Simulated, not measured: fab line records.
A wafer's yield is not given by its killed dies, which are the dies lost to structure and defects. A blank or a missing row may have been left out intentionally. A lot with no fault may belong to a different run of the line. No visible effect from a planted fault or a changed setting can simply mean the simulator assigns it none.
Split-lot experiment :: flow n5-finfet :: 21 wafers read from 7 lots, route of 1938 steps

THE SPLIT
At N5_BEOL_M0_CUTY_EXPOSE_54 (exposes mask M0 ABLK), the setting dose-mj was moved away from the recipe's 36 on 9 of the 21 wafers read, by +2.8% to +7.2%. All remaining wafers had this setting at the recipe value.

FROM THE SPLIT TO THE READING: what the file shows between them, 2 steps
- N5_BEOL_M0_CUTY_PEB_55: peb time 60 s
- N5_BEOL_M0_CUTY_DEVELOP_56: develop time 30 s

THE READING
cd-nm at N5_BEOL_M0_CUTY_CD_MEAS_57, given in nm (cd target 200 nm). Typical for fault-free wafers on this fab line: 200.0 nm, with standard deviation 0.79 nm.

wafer: L076.1
tool, chamber at the split: arfi-scanner-02, 0
dose-mj as run: 38.6
against the recipe: +7.2%
cd-nm, nm: 193.9
against lot-mates on the recipe: -6.4

wafer: L076.2
tool, chamber at the split: arfi-scanner-02, 0
dose-mj as run: 38.6
against the recipe: +7.2%
cd-nm, nm: 194.1
against lot-mates on the recipe: -6.2

wafer: L076.4
tool, chamber at the split: arfi-scanner-02, 0
dose-mj as run: 36
against the recipe: recipe
cd-nm, nm: 200.3
against lot-mates on the recipe: -

wafer: L083.1
tool, chamber at the split: arfi-scanner-01, 0
dose-mj as run: 36
against the recipe: recipe
cd-nm, nm: 200.2
against lot-mates on the recipe: -

wafer: L083.3
tool, chamber at the split: arfi-scanner-01, 0
dose-mj as run: 36
against the recipe: recipe
cd-nm, nm: 199.2
against lot-mates on the recipe: -

wafer: L083.4
tool, chamber at the split: arfi-scanner-01, 0
dose-mj as run: 36
against the recipe: recipe
cd-nm, nm: 198.7
against lot-mates on the recipe: -

wafer: L088.3
tool, chamber at the split: arfi-scanner-02, 0
dose-mj as run: 36
against the recipe: recipe
cd-nm, nm: 200.0
against lot-mates on the recipe: -

wafer: L088.5
tool, chamber at the split: arfi-scanner-02, 0
dose-mj as run: 36.99
against the recipe: +2.8%
cd-nm, nm: 198.8
against lot-mates on the recipe: -0.8

wafer: L088.6
tool, chamber at the split: arfi-scanner-02, 0
dose-mj as run: 36
against the recipe: recipe
cd-nm, nm: 199.3
against lot-mates on the recipe: -

wafer: L089.1
tool, chamber at the split: arfi-scanner-01, 0
dose-mj as run: 36
against the recipe: recipe
cd-nm, nm: 200.5
against lot-mates on the recipe: -

wafer: L089.2
tool, chamber at the split: arfi-scanner-01, 0
dose-mj as run: 36
against the recipe: recipe
cd-nm, nm: 199.9
against lot-mates on the recipe: -

wafer: L089.5
tool, chamber at the split: arfi-scanner-01, 0
dose-mj as run: 36
against the recipe: recipe
cd-nm, nm: 199.6
against lot-mates on the recipe: -

wafer: L090.1
tool, chamber at the split: arfi-scanner-02, 0
dose-mj as run: 36
against the recipe: recipe
cd-nm, nm: 198.4
against lot-mates on the recipe: -

wafer: L090.3
tool, chamber at the split: arfi-scanner-02, 0
dose-mj as run: 38.04
against the recipe: +5.7%
cd-nm, nm: 197.1
against lot-mates on the recipe: -1.3

wafer: L090.4
tool, chamber at the split: arfi-scanner-02, 0
dose-mj as run: 38.04
against the recipe: +5.7%
cd-nm, nm: 196.8
against lot-mates on the recipe: -1.6

wafer: L093.1
tool, chamber at the split: arfi-scanner-02, 0
dose-mj as run: 36
against the recipe: recipe
cd-nm, nm: 201.1
against lot-mates on the recipe: -

wafer: L093.3
tool, chamber at the split: arfi-scanner-02, 0
dose-mj as run: 37.43
against the recipe: +4.0%
cd-nm, nm: 197.8
against lot-mates on the recipe: -3.3

wafer: L093.5
tool, chamber at the split: arfi-scanner-02, 0
dose-mj as run: 37.43
against the recipe: +4.0%
cd-nm, nm: 198.0
against lot-mates on the recipe: -3.1

wafer: L096.1
tool, chamber at the split: arfi-scanner-01, 0
dose-mj as run: 37.48
against the recipe: +4.1%
cd-nm, nm: 198.4
against lot-mates on the recipe: -1.9

wafer: L096.2
tool, chamber at the split: arfi-scanner-01, 0
dose-mj as run: 37.48
against the recipe: +4.1%
cd-nm, nm: 197.3
against lot-mates on the recipe: -3.0

wafer: L096.3
tool, chamber at the split: arfi-scanner-01, 0
dose-mj as run: 36
against the recipe: recipe
cd-nm, nm: 200.3
against lot-mates on the recipe: -

THE FIT
A straight line over all 21 wafers: cd-nm changes by -0.645 nm for each +1% of dose-mj; r = -0.91; the points scatter about the line by 0.84 nm.
The same after taking each lot's own level away (the mean of its wafers on the recipe; 21 wafers): -0.659 nm for each +1%; r = -0.88; scatter 1 nm.
That fit puts the effect of the largest move of dose-mj on the reading at 4.8 nm.
Across the lots, their own levels run from 198.40 to 201.10 nm, a range of 3.4 times the standard deviation given above.
The two slopes are in agreement: the lot-to-lot level therefore moves the slope only a little.
Check: for one of the wafers moved furthest among these (+7.2%), held out of the fit, the line's prediction against its lot-mates is -4.17 nm. It came out at -6.4 nm against them.

THE WHOLE CHAIN: every reading that the file lists as answering this split, in the file's order
step: N5_BEOL_M0_CUTY_CD_MEAS_57
what it does: target cd 200 nm
reading: cd-nm
change (the file's fit): -0.637 nm for each +1% of the setting
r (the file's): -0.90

step: N5_BEOL_M0_CUTY_ETCH_62
what it does: etches SiARC in CF4, time 58.5 s
reading: BEOL_M0_CUTY.cd-offset-nm (the simulator's own value, which no gauge read)
change (the file's fit): -0.619 nm for each +1% of the setting
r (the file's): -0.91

step: N5_BEOL_M0_CUTY_ETCH_63
what it does: etches SOC in N2/H2, target depth 82.7 nm, overetch 16.5 nm, time 124 s
reading: BEOL_M0_CUTY.cd-offset-nm (the simulator's own value, which no gauge read)
change (the file's fit): -0.592 nm for each +1% of the setting
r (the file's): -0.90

FILE'S OWN FIT
cd-nm changes by -0.637 nm for each +1% of dose-mj, r = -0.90.
